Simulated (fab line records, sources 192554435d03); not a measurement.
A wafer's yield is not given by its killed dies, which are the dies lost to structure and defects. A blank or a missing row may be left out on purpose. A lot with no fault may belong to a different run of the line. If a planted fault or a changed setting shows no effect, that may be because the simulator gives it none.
Matching of chambers || flow n5_finfet || rie_diel-03 running N5_BEOL_M5_VIA_ETCH_34: 4 sister chambers
The step etches SiCOH lowk in C4F6/O2, target depth 88.3 nm, time 39.2 s. 4 wafers are shown with their chamber, then 8 later ones without.

== WAFERS WITH THEIR CHAMBER ==
{"wafer": "L083.6", "chamber": 1, "throttle_valve_pct (%)": 21.18}
{"wafer": "L085.1", "chamber": 2, "throttle_valve_pct (%)": 20.66}
{"wafer": "L085.4", "chamber": 0, "throttle_valve_pct (%)": 20.26}
{"wafer": "L088.2", "chamber": 3, "throttle_valve_pct (%)": 21.06}

== WAFERS WHOSE CHAMBER IS MISSING ==
{"wafer": "L088.5", "throttle_valve_pct (%)": 20.65}
{"wafer": "L088.6", "throttle_valve_pct (%)": 21.16}
{"wafer": "L092.2", "throttle_valve_pct (%)": 20.67}
{"wafer": "L092.4", "throttle_valve_pct (%)": 21.07}
{"wafer": "L092.6", "throttle_valve_pct (%)": 20.68}
{"wafer": "L095.1", "throttle_valve_pct (%)": 20.70}
{"wafer": "L095.2", "throttle_valve_pct (%)": 20.72}
{"wafer": "L095.5", "throttle_valve_pct (%)": 20.71}

== THE CHAMBER EACH PASSED THROUGH ==
{"wafer": "L088.5", "from the rows above": 2, "in truth": 2}
{"wafer": "L088.6", "from the rows above": 1, "in truth": 1}
{"wafer": "L092.2", "from the rows above": 2, "in truth": 2}
{"wafer": "L092.4", "from the rows above": 3, "in truth": 3}
{"wafer": "L092.6", "from the rows above": 2, "in truth": 2}
{"wafer": "L095.1", "from the rows above": 2, "in truth": 2}
{"wafer": "L095.2", "from the rows above": 2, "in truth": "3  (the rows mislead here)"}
{"wafer": "L095.5", "from the rows above": 2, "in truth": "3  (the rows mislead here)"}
Correctly placed: 6 of 8. Number that these rows cannot place: 0. Wrongly placed: 2.
How it was worked out, from the rows above alone: a wafer's distance from a chamber is the root of the sum, over the readings, of the square of ((its reading less the chamber's mean) divided by the reading's scatter). If the next closest chamber is less than 2 further off than the closest, the wafer can't be placed; otherwise it belongs to the closest. A chamber's mean is the mean of its shown wafers. The scatter (one wafer shown for each chamber): square how far every hidden wafer sits from the nearest shown wafer, average those squares and take the square root.
